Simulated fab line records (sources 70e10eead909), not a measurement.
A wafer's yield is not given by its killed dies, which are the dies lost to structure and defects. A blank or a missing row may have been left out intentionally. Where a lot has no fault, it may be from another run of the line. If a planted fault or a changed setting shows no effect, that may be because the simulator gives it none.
One fault seen from 2 desks / flow nandHarc / only its own numbers are on each desk; what lay behind them is given at the end

## THE DEFECT DESK
For each lot, the counts of the inspections along the route, averaged over the sampled wafers that have a number. A lot is out of limits, marked OUT, if its mean lies more than 4 standard deviations from the usual mean; the brackets give that distance.
Columns: A = rawDefectCount at NHARC_A_M1_INSPECT_27, usual 521
lot=L416; first seen here=day 23 01:32; A=456
lot=L415; first seen here=day 23 07:50; A=730
lot=L417; first seen here=day 23 16:05; A=920
lot=L418; first seen here=day 24 07:50; A=463
lot=L422; first seen here=day 25 13:25; A=596
lot=L427; first seen here=day 27 10:41; A=507
lot=L429; first seen here=day 28 16:14; A=582
lot=L428; first seen here=day 28 18:11; A=521
lot=L430; first seen here=day 28 22:07; A=548
lot=L432; first seen here=day 29 18:02; A=630
lot=L433; first seen here=day 30 21:55; A=418
lot=L437; first seen here=day 31 14:49; A=421
lot=L436; first seen here=day 31 17:46; A=582
lot=L438; first seen here=day 33 00:59; A=479
This desk found nothing out of limits on any of the 14 lots.

## METROLOGY DESK
Lot by lot, what the gauges showed, no matter which tool ran the lot: averages of those sampled wafers that carry a number. A lot is out of limits, marked OUT, if its mean lies more than 4 standard deviations from the usual mean; the brackets give that distance.
Columns: A = thkNm at NHARC_A_M0_THK_MEAS_24, usual 114.0 nm
lot=L416; first seen here=day 22 21:10; A=114.5
lot=L415; first seen here=day 23 03:20; A=111.6
lot=L417; first seen here=day 23 11:44; A=112.7
lot=L418; first seen here=day 24 03:33; A=113.1
lot=L422; first seen here=day 25 08:58; A=113.3
lot=L427; first seen here=day 27 06:20; A=113.1
lot=L429; first seen here=day 28 11:52; A=114.5
lot=L428; first seen here=day 28 13:55; A=116.0
lot=L430; first seen here=day 28 17:40; A=114.1
lot=L432; first seen here=day 29 13:44; A=113.6
lot=L433; first seen here=day 30 17:43; A=114.5
lot=L437; first seen here=day 31 10:32; A=114.7
lot=L436; first seen here=day 31 13:22; A=115.2
lot=L438; first seen here=day 32 20:38; A=112.9
This desk found nothing out of limits on any of the 14 lots.

## TAKEN TOGETHER
Nothing out of limits was seen by the defect desk.
The metrology desk saw nothing out of limits.

## WHAT THE SIMULATOR HAD PUT IN
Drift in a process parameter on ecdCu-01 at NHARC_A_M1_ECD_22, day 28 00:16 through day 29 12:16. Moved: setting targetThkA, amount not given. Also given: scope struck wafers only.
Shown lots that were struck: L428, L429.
